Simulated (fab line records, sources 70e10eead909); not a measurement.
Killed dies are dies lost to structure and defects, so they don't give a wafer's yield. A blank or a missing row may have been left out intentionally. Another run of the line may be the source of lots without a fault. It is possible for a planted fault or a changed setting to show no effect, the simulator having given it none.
Which of the tools did it? + flow nand-harc + 11 lots with 33 wafers sampled at 2 steps, on a route of 1302 steps

## WHAT THE GAUGES SHOWED, per wafer
NHARC_A_CHANNEL_HOLE_D2_CD_MEAS_10 targets a cd of 100 nm.
| lot  | measured     | on        | cd-nm (nm)        |
|------|--------------|-----------|-------------------|
| L308 | day 13 13:34 | cd-sem-02 | 99.8 99.6 99.4    |
| L309 | day 13 13:47 | cd-sem-01 | 99.4 100.2 100.1  |
| L310 | day 14 10:56 | cd-sem-01 | 99.9 100.9 100.1  |
| L315 | day 17 06:43 | cd-sem-03 | 96.6 96.6 96.5    |
| L318 | day 17 20:06 | cd-sem-03 | 100.7 100.1 100.3 |
| L317 | day 17 21:52 | cd-sem-02 | 96.5 96.5 96.2    |
| L323 | day 19 17:29 | cd-sem-01 | 99.4 100.2 99.7   |
| L325 | day 20 05:34 | cd-sem-02 | 99.6 98.9 98.8    |
| L328 | day 22 02:08 | cd-sem-01 | 100.1 100.4 100.8 |
| L330 | day 22 15:02 | cd-sem-03 | 100.2 99.6 100.2  |
| L329 | day 22 16:25 | cd-sem-01 | 100.2 100.5 100.7 |

## EACH LOT AND THE TOOL THAT RAN IT (in order: tool; ch and the chambers of the sampled wafers; start)
| lot  | NHARC_A_CHANNEL_HOLE_D2_PEB_08    |
|------|-----------------------------------|
| L308 | litho-track-01 ch 0, day 13 13:29 |
| L309 | litho-track-06 ch 0, day 13 13:42 |
| L310 | litho-track-06 ch 0, day 14 10:52 |
| L315 | litho-track-06 ch 0, day 17 06:38 |
| L318 | litho-track-04 ch 0, day 17 20:01 |
| L317 | litho-track-06 ch 0, day 17 21:47 |
| L323 | litho-track-01 ch 0, day 19 17:25 |
| L325 | litho-track-04 ch 0, day 20 05:29 |
| L328 | litho-track-06 ch 0, day 22 02:03 |
| L330 | litho-track-06 ch 0, day 22 14:57 |
| L329 | litho-track-06 ch 0, day 22 16:20 |
- NHARC_A_CHANNEL_HOLE_D2_PEB_08: peb time 65 s.

## WHAT THE TOOLS THEMSELVES READ (means of the sampled wafers that have a number; where no wafer has one, the mark that the record gives instead)
NHARC_A_CHANNEL_HOLE_D2_PEB_08.
| lot  | tool           | heater-power-total-W (W) |
|------|----------------|--------------------------|
| L308 | litho-track-01 | 156.7                    |
| L309 | litho-track-06 | 156.6                    |
| L310 | litho-track-06 | 156.8                    |
| L315 | litho-track-06 | 167.6                    |
| L318 | litho-track-04 | 156.5                    |
| L317 | litho-track-06 | 167.8                    |
| L323 | litho-track-01 | 156.4                    |
| L325 | litho-track-04 | 156.7                    |
| L328 | litho-track-06 | 156.8                    |
| L330 | litho-track-06 | 156.2                    |
| L329 | litho-track-06 | 156.6                    |

## THE ANSWER, worked out from the rows above alone
Rule: the usual values come from the lots themselves. The widest of any qualifying gaps counts: lots, ordered by their means at a reading, are off when they make up no more than a third of the lots, leave a main group of 4 or more, and stand apart from it by 3 or more times the standard deviation of that group's means. A main group is skipped when, at the precision printed for the reading in the tables above, its means are all equal. Also off: a lot with no number at a reading for which 4 or more lots have one. All remaining lots with rows at the step are treated as sound. First the gauges in route order, then the tools' own readings, where a lot's mean is used as printed above. The first step at which some lot is off is used, and at that step the reading that is off furthest; a lot without a number counts as furthest.
Off at NHARC_A_CHANNEL_HOLE_D2_CD_MEAS_10 (cd-nm): L315, L317. The main group: mean 100.0 nm, standard deviation 0.43.
If a tool, at a process step before that reading, ran all the lots that are off and no sound lot after the first of them, it fits. The gauges at NHARC_A_CHANNEL_HOLE_D2_CD_MEAS_10 aren't tried: what is off there is off at NHARC_A_CHANNEL_HOLE_D2_PEB_08 too, on other tools, and a gauge's error can't cause that. None of those tried fits.

## WHAT THE SIMULATOR HAD PUT IN
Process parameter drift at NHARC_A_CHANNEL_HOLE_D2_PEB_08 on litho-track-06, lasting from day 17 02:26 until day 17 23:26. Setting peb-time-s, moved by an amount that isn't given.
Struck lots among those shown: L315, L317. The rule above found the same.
